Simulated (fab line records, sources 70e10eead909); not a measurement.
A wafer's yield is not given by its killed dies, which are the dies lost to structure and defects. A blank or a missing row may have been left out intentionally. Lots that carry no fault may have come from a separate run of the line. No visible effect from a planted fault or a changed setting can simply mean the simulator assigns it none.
fab line records	flow nand_harc
[record] lots = 6	wafers = 18	last_day = 24
route steps=1159 shown A_BONDPAD@1068
lots that met no fault: taken from a fault-free run of the same line
start_h: hours from the record's first day to the start of the lot's first wafer shown	wait_h: hours since the lot's step before	" repeats the value in the row above	L1.1+2: a single row standing in for several wafers	- value missing, or start not given	* or withheld: withheld	< > ~ a bound
route shown NAME@n: names a module that has steps shown in the file, with the first one's number in the route	usual: mean and standard deviation over wafers with no fault	same: alike in all rows	chamber/n: place in a boat	sites: the reading at each site	_std_site: standard deviation of those values	_edge_site: inner sites' mean taken away from outer sites' mean	radius_mm: for every site, how far away it sits from the centre of the wafer	mask NAME#n: copy n	behind: the most recent tool/chamber to have shaped the wafer	hold: cause of the lot's hold/its duration in hours/its outcome	device: transistor that didn't switch, given as n, p or np	end of line: tests of these same wafers at the route's end	a step without rows: its recipe alone	killed: at the first sort, the dies lost to defects and structure; wafer yield is something else	map: the dies of a wafer, with x for killed, . for not killed, _ for no die there
set.NAME: setting as actually run; set.NAME@STEP: the setting as run at that earlier step	model.NAME: the simulator's own value behind a step, which no gauge read
lots at some steps of the route; a table a step, a row a wafer
services: from which hour (start_h, from the record's first day; less than 0 if before it) a tool's chamber was out of use, for how many hours, and why
[[steps]]
[step NHARC_A_BONDPAD_EBR_05]
[step NHARC_A_BONDPAD_EXPOSE_06]
[recipe] na = 0.55	dose_mj = 36.99	mask_id = A_BPAD
[step NHARC_A_BONDPAD_PEB_07]
[recipe] peb_temp_c = 128	peb_time_s = 80
[step NHARC_A_BONDPAD_DEVELOP_08]
[recipe] time_s = 50	dev_temp_c = 22
[step NHARC_A_BONDPAD_CD_MEAS_09]
[recipe] target_cd_nm = 500	landing_energy_ev = 500
[usual] cd_nm = 499.4/2.3
lot.wafer	tool	chamber	start_h	wait_h	cd_nm
L326.2	cd_sem-02	0	418.82	-	498.0
L326.3	"	0	"	"	496.9
L326.4	"	0	"	"	497.9
L325.1	cd_sem-03	0	419.69	-	498.1
L325.3	"	0	"	"	497.7
L325.6	"	0	"	"	499.4
L332.3	cd_sem-03	0	486.94	-	499.9
L332.5	"	0	"	"	497.3
L332.6	"	0	"	"	498.1
L337.3	cd_sem-02	0	502.23	-	497.2
L337.4	"	0	"	"	501.1
L337.5	"	0	"	"	499.4
L338.1	cd_sem-03	0	509.55	-	496.6
L338.5	"	0	"	"	500.0
L338.6	"	0	"	"	500.2
L341.4	cd_sem-01	0	529.78	-	497.5
L341.5	"	0	"	"	495.5
L341.6	"	0	"	"	498.0
[step NHARC_A_BONDPAD_OVL_MEAS_35]
[usual] overlay_x_nm = 0/5.9	overlay_y_nm = 1/5
lot.wafer	tool	chamber	start_h	wait_h	overlay_x_nm	overlay_y_nm
L326.2	overlay-02	-	418.91	-	4	-4
L326.3	"	-	"	"	4	-4
L326.4	"	-	"	"	4	-4
L325.1	overlay-01	-	419.77	-	0	-6
L325.3	"	-	"	"	0	-5
L325.6	"	-	"	"	0	-5
L332.3	overlay-01	-	487.02	-	4	8
L332.5	"	-	"	"	4	7
L332.6	"	-	"	"	4	8
L337.3	overlay-02	-	502.32	-	2	4
L337.4	"	-	"	"	2	4
L337.5	"	-	"	"	2	4
L338.1	overlay-01	-	509.64	-	-5	3
L338.5	"	-	"	"	-4	3
L338.6	"	-	"	"	-4	3
L341.4	overlay-02	-	529.86	-	7	0
L341.5	"	-	"	"	8	0
L341.6	"	-	"	"	7	0
[step NHARC_A_BONDPAD_HARDBAKE_10]
[recipe] temp_c = 118	time_s = 65
[step NHARC_A_BONDPAD_DESCUM_11]
[recipe] time_s = 3	o2_flow_sccm = 200	ar_flow_sccm = 0	bias_power_w = 0	chemistry = O2
[usual] drypump_motor_current_A = 5.80/0.29	oes_product_au = 1.003/0.011	rf_vpp_V = 57.8/0.99	showerhead_plenum_p_Torr = 1.94/0.1	throttle_valve_pct = 11.310/0.0096
lot.wafer	tool	chamber	start_h	wait_h	drypump_motor_current_A	oes_product_au	rf_hours_counter_h	rf_vpp_V	showerhead_plenum_p_Torr	throttle_valve_pct
L326.4	rie_diel-10	1	419.03	-	6.17	1.027	2	58.4	2.03	11.316
L326.3	"	2	"	"	5.64	1.002	2	56.9	1.86	11.309
L326.2	"	3	"	"	5.56	1.014	2	56.8	2.01	11.314
L325.3	rie_diel-10	1	419.90	-	6.17	1.004	2	58.2	2.03	11.311
L325.1	"	0	"	"	5.93	0.999	2	57.7	1.79	11.305
L325.6	"	2	"	"	5.61	1.006	-	56.6	1.86	11.291
L332.3	rie_diel-10	0	487.17	-	5.98	0.999	5	56.4	1.79	11.304
L332.6	"	1	"	"	6.18	1.011	-	58.0	2.03	11.315
L332.5	"	2	"	"	5.65	1.015	-	56.8	1.86	11.326
L337.4	rie_diel-10	1	502.44	-	6.15	1.008	5	58.5	2.03	11.291
L337.3	"	0	"	"	6.02	0.985	5	57.8	1.79	11.303
L337.5	"	2	"	"	5.66	1.015	-	58.8	1.86	11.309
L338.1	rie_diel-13	0	509.78	-	6.06	0.990	10	57.8	1.82	11.301
L338.5	"	2	"	"	5.83	0.992	-	57.3	2.07	11.312
L338.6	"	3	"	"	4.80	0.995	-	58.7	2.07	11.320
L341.4	rie_diel-03	3	530.00	-	5.55	1.007	48	55.3	1.86	11.307
L341.6	"	1	"	"	5.63	1.004	-	57.8	1.83	11.302
L341.5	"	2	"	"	5.46	0.999	-	58.8	1.94	11.317
[step NHARC_A_BONDPAD_ETCH_34]
[recipe] target_depth_a = 600	overetch_a = 180	time_s = 65.91	ion_energy_ev = 200	n2_flow_sccm = 150	h2_flow_sccm = 150	ar_flow_sccm = 0	rf_w = 400	bias_w = 150	chemistry = N2/H2
[usual] bias_w = 150.0/0.51	chamber_pressure_mTorr = 30.00/0.042	drypump_motor_current_A = 5.84/0.27	oes_product_au = 1.002/0.012	rf_vpp_V = 431/3.1	showerhead_plenum_p_Torr = 2.06/0.11	throttle_valve_pct = 14.172/0.0096
lot.wafer	tool	chamber	start_h	wait_h	bias_w	chamber_pressure_mTorr	drypump_motor_current_A	oes_product_au	rf_hours_counter_h	rf_vpp_V	showerhead_plenum_p_Torr	throttle_valve_pct
L326.4	rie_diel-10	2	419.26	0.2	148.8	30.09	5.61	0.996	2	429	1.98	14.170
L326.3	"	3	"	"	149.6	29.98	5.58	1.010	2	435	2.14	14.180
L326.2	"	1	"	"	150.3	29.97	6.15	1.004	2	433	2.17	14.164
L325.1	rie_diel-10	1	419.98	0.1	150.0	30.01	6.13	1.004	2	435	2.17	14.175
L325.3	"	2	"	"	150.8	30.06	5.66	1.011	2	429	1.98	14.176
L325.6	"	2	"	"	150.6	30.02	5.65	0.996	-	430	1.98	14.169
L332.3	rie_diel-10	2	487.24	0.1	150.2	30.00	5.64	1.017	5	429	1.98	14.169
L332.6	"	0	"	"	150.1	30.02	6.02	0.995	-	427	1.90	14.164
L332.5	"	1	"	"	150.2	30.00	6.17	1.011	-	433	2.17	14.186
L337.3	rie_diel-10	2	502.52	0.1	149.5	29.94	5.67	1.016	5	428	1.98	14.171
L337.4	"	3	"	"	149.5	30.00	5.56	1.017	6	432	2.14	14.164
L337.5	"	2	"	"	148.8	29.95	5.64	1.027	-	430	1.98	14.159
L338.1	rie_diel-13	0	509.87	0.1	150.9	29.99	6.10	0.979	10	428	1.94	14.173
L338.6	"	1	"	"	149.7	29.99	5.92	0.977	-	432	2.13	14.168
L338.5	"	2	"	"	150.0	30.01	5.83	0.987	-	436	2.22	14.179
L341.4	rie_diel-03	2	530.07	0.1	148.8	29.98	5.47	1.002	52	431	2.06	14.169
L341.6	"	2	"	"	149.8	29.95	5.46	1.008	-	430	2.06	14.150
L341.5	"	3	"	"	149.7	30.01	5.61	1.019	-	430	1.99	14.171
[step NHARC_A_BONDPAD_ETCH_12]
[recipe] target_depth_a = 2200	time_s = 110	chf3_flow_sccm = 50	o2_flow_sccm = 10	ar_flow_sccm = 200	rf_w = 500	bias_w = 200	chemistry = CHF3/O2
[usual] bias_w = 199.9/0.61	chamber_pressure_mTorr = 25.000/0.023	chf3_flow_sccm = 50.02/0.15	drypump_motor_current_A = 5.82/0.27	oes_product_au = 0.954/0.024	rf_vpp_V = 371.1/2.6	showerhead_plenum_p_Torr = 2.43/0.12	throttle_valve_pct = 20.574/0.0083
lot.wafer	tool	chamber	start_h	wait_h	bias_w	chamber_pressure_mTorr	chf3_flow_sccm	drypump_motor_current_A	oes_product_au	rf_hours_counter_h	rf_vpp_V	showerhead_plenum_p_Torr	throttle_valve_pct
L326.3	rie_diel-10	3	-	-	199.2	24.998	50.27	5.58	0.953	2	372.6	2.51	20.576
L326.4	"	1	"	"	200.9	24.978	49.87	6.15	0.952	2	372.6	2.54	20.572
L326.2	"	2	"	"	199.6	25.024	50.07	5.59	0.954	2	369.5	2.34	20.574
L325.1	rie_diel-10	3	-	-	200.4	25.017	50.06	5.57	0.992	3	374.0	2.51	20.583
L325.3	"	1	"	"	199.9	25.020	50.03	6.18	0.970	2	372.5	2.54	20.574
L325.6	"	3	"	"	199.4	24.994	49.97	5.58	0.986	-	372.9	2.51	20.576
L332.3	rie_diel-10	2	-	-	200.4	25.011	49.98	5.63	0.947	5	369.5	2.34	20.555
L332.6	"	3	"	"	199.4	25.038	49.91	5.55	0.974	-	372.8	2.51	20.565
L332.5	"	0	"	"	199.5	25.002	50.16	5.99	0.946	-	367.2	2.25	20.566
L337.4	rie_diel-10	1	-	-	199.4	25.007	50.02	6.16	0.974	5	374.3	2.54	20.577
L337.3	"	3	"	"	200.6	24.961	49.82	5.55	0.990	6	371.2	2.51	20.583
L337.5	"	1	"	"	200.3	24.982	50.09	6.16	0.979	-	375.7	2.54	20.563
L338.1	rie_diel-13	0	-	-	200.2	24.987	50.20	6.07	0.920	10	367.6	2.29	20.561
L338.5	"	1	"	"	199.9	25.018	49.94	5.92	0.907	-	373.9	2.50	20.572
L338.6	"	2	"	"	200.2	25.024	50.14	5.84	0.912	-	373.9	2.59	20.579
L341.4	rie_diel-03	2	-	-	199.0	25.007	49.78	5.49	0.934	52	372.5	2.43	20.561
L341.5	"	3	"	"	200.0	24.993	50.20	5.58	0.936	-	368.3	2.34	20.578
L341.6	"	0	"	"	199.6	25.024	49.98	5.72	0.914	-	372.0	2.42	20.578
[step NHARC_A_BONDPAD_CD_MEAS_13]
[usual] cd_nm = 499.2/2.4
lot.wafer	tool	chamber	start_h	wait_h	cd_nm
L326.2	cd_sem-03	-	419.53	-	498.3
L326.3	"	-	"	"	496.5
L326.4	"	-	"	"	497.3
L325.1	cd_sem-03	-	420.22	-	499.6
L325.3	"	-	"	"	497.2
L325.6	"	-	"	"	498.7
L332.3	cd_sem-02	-	487.47	-	500.6
L332.5	"	-	"	"	496.7
L332.6	"	-	"	"	496.1
L337.3	cd_sem-03	-	502.76	-	497.9
L337.4	"	-	"	"	501.7
L337.5	"	-	"	"	500.0
L338.1	cd_sem-01	-	510.08	-	497.1
L338.5	"	-	"	"	499.9
L338.6	"	-	"	"	500.5
L341.4	cd_sem-03	-	530.31	-	497.5
L341.5	"	-	"	"	494.3
L341.6	"	-	"	"	498.3
[step NHARC_A_BONDPAD_STRIP_15]
[recipe] o2_flow_sccm = 500	ar_flow_sccm = 0	bias_w = 0	chemistry = O2
[usual] drypump_motor_current_A = 5.74/0.3	oes_product_au = 1.004/0.011	rf_vpp_V = 57.8/0.81	showerhead_plenum_p_Torr = 3.55/0.16	throttle_valve_pct = 17.035/0.0098
lot.wafer	tool	chamber	start_h	wait_h	drypump_motor_current_A	oes_product_au	rf_hours_counter_h	rf_vpp_V	showerhead_plenum_p_Torr	throttle_valve_pct
L326.3	rie_diel-10	3	419.62	0.1	5.57	1.013	2	57.2	3.69	17.038
L326.4	"	0	"	"	6.00	0.981	2	57.5	3.32	17.029
L326.2	"	1	"	"	6.15	0.999	2	57.7	3.73	17.044
L325.1	rie_diel-10	1	420.29	0.1	6.17	1.014	2	58.6	3.73	17.027
L325.3	"	3	"	"	5.57	1.017	3	56.8	3.69	17.015
L325.6	"	1	"	"	6.17	1.009	-	56.7	3.73	17.035
L332.3	rie_diel-13	1	487.58	0.1	5.92	0.980	4	59.0	3.67	17.026
L332.6	"	2	"	"	5.85	0.981	-	58.9	3.81	17.039
L332.5	"	3	"	"	4.80	0.993	-	57.1	3.81	17.043
L337.4	rie_diel-10	2	502.84	0.1	5.68	1.015	5	59.0	3.44	17.032
L337.3	"	3	"	"	5.57	0.994	6	58.7	3.68	17.043
L337.5	"	1	"	"	6.19	1.004	-	57.0	3.73	17.032
L338.1	rie_diel-03	2	510.17	0.1	5.48	1.014	44	58.6	3.57	17.023
L338.6	"	1	"	"	5.65	1.003	-	57.6	3.39	17.033
L338.5	"	2	"	"	5.48	1.023	-	58.1	3.57	17.039
L341.4	rie_diel-03	0	530.39	0.1	5.72	0.992	45	56.2	3.55	17.032
L341.5	"	3	"	"	5.61	1.016	-	57.6	3.44	17.036
L341.6	"	0	"	"	5.72	0.994	-	58.3	3.55	17.047
[step NHARC_A_BONDPAD_ETCH_24]
[recipe] target_depth_a = 300	over_etch_frac = 0.3	time_s = 72.99	ion_energy_ev = 150	cf4_flow_sccm = 50	n2_flow_sccm = 100	ar_flow_sccm = 150	rf_w = 300	bias_w = 100	chemistry = CF4/N2
[usual] bias_w = 100.0/0.31	cf4_flow_sccm = 50.00/0.15	drypump_motor_current_A = 5.7/0.31	oes_product_au = 1.003/0.011	over_etch_frac = 0.3/0	rf_vpp_V = 314.5/2.2	showerhead_plenum_p_Torr = 2.64/0.12	throttle_valve_pct = 19.793/0.0085
lot.wafer	tool	chamber	start_h	wait_h	bias_w	cf4_flow_sccm	drypump_motor_current_A	oes_product_au	over_etch_frac	rf_hours_counter_h	rf_vpp_V	showerhead_plenum_p_Torr	throttle_valve_pct
L326.4	rie_diel-10	0	419.76	-	-	-	-	-	-	-	-	-	-
L326.2	"	1	"	"	-	-	-	-	-	-	-	-	-
L326.3	"	2	"	"	-	-	-	-	-	-	-	-	-
L325.1	rie_diel-10	2	420.45	-	-	-	-	-	-	-	-	-	-
L325.3	"	0	"	"	-	-	-	-	-	-	-	-	-
L325.6	"	1	"	"	-	-	-	-	-	-	-	-	-
L332.3	rie_diel-13	1	487.71	-	100.4	49.82	5.9	0.981	0.3	4	316.5	2.73	19.798
L332.5	"	2	"	"	100.2	50.15	5.8	0.993	0.3	-	318.5	2.84	19.785
L332.6	"	3	"	"	99.4	50.06	4.8	1.003	0.3	-	317.5	2.84	19.805
L337.4	rie_diel-10	1	502.99	-	99.7	49.87	6.2	1.009	0.3	5	316.7	2.78	19.785
L337.3	"	2	"	"	100.0	50.02	5.7	1.019	0.3	5	313.3	2.56	19.792
L337.5	"	1	"	"	100.4	50.11	6.2	1.013	0.3	-	316.5	2.78	19.792
L338.1	rie_diel-03	0	510.32	-	100.2	50.09	5.7	0.996	0.3	39	314.5	2.65	19.803
L338.5	"	2	"	"	100.0	50.13	5.5	1.010	0.3	-	314.2	2.66	19.795
L338.6	"	3	"	"	99.8	50.09	5.6	1.007	0.3	-	313.0	2.57	19.788
L341.4	rie_diel-03	1	530.55	-	99.7	49.97	5.6	1.005	0.3	50	312.7	2.52	19.805
L341.6	"	2	"	"	99.7	50.14	5.5	1.007	0.3	-	315.5	2.65	19.795
L341.5	"	3	"	"	99.9	49.91	5.6	1.016	0.3	-	313.5	2.56	19.792
[step NHARC_A_BONDPAD_STRIP_16]
[recipe] time_s = 600	temp_c = 30	chemistry = post_etch_residue_remover
[[services]]
tool	chamber	start_h	hours	kind
rie_diel-10	0	411.52	-	clean
rie_diel-10	1	411.52	-	clean
rie_diel-10	2	411.52	-	clean
rie_diel-10	3	411.52	-	clean
rie_diel-13	3	413.15	4.2	repair
rie_diel-10	0	436.02	-	clean
rie_diel-10	1	436.02	-	clean
rie_diel-10	2	436.02	-	clean
rie_diel-10	3	436.02	-	clean
rie_diel-03	0	446.08	1.9	repair
rie_diel-13	-	453.23	9.0	pm
rie_diel-10	0	460.52	-	clean
rie_diel-10	1	460.52	-	clean
rie_diel-10	2	460.52	-	clean
rie_diel-10	3	460.52	-	clean
rie_diel-10	2	478.20	2.9	repair
rie_diel-10	0	485.02	-	clean
rie_diel-10	1	485.02	-	clean
rie_diel-10	2	485.02	-	clean
rie_diel-10	3	485.02	-	clean
rie_diel-10	0	509.52	-	clean
rie_diel-10	1	509.52	-	clean
rie_diel-10	2	509.52	-	clean
rie_diel-10	-	530.52	9.0	pm
[[key]]
[first_sign] step = NHARC_A_BONDPAD_ETCH_24	reading = tool_record	direction = missing
effect none on later readings
met_at NHARC_A_BONDPAD_ETCH_24
struck_wafers L325.1,L325.3,L325.6,L326.2,L326.3,L326.4
later_rows_left_out L325.1,L325.3,L325.6,L326.2,L326.3,L326.4
sort_left_out L325.1,L325.3,L325.6,L326.2,L326.3,L326.4
tester_left_out L325
[earlier_fault] kind = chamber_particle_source	tool = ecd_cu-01	chamber = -	onset_h = 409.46	steps = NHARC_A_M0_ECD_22	rate_per_visit_cm2 = 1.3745
[earlier_fault] kind = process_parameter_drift	tool = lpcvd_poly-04	chamber = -	onset_h = 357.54	steps = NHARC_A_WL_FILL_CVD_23	channel = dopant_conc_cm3	offset = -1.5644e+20	shape = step	acts_in = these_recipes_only	stated = 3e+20
[fault] kind = skipped_step_whole	tool = rie_diel-10	chamber = -	onset_h = 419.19	steps = NHARC_A_BONDPAD_ETCH_24	scope = struck_lots_only
// tester_left_out: of these lots the tester's yield and bins aren't shown, on N5 and GAA mostly nor the transistor test; their killed dies are dies lost to structure and defects alone, not to doping, threshold or leakage, so they don't give the yield
// sort_left_out: the simulated sort isn't trusted on such a fault, so these wafers' sort isn't shown, and their yield isn't known
// later_rows_left_out: the simulator's readings of these wafers behind a module that went badly wrong aren't trusted and aren't shown, but for the sort
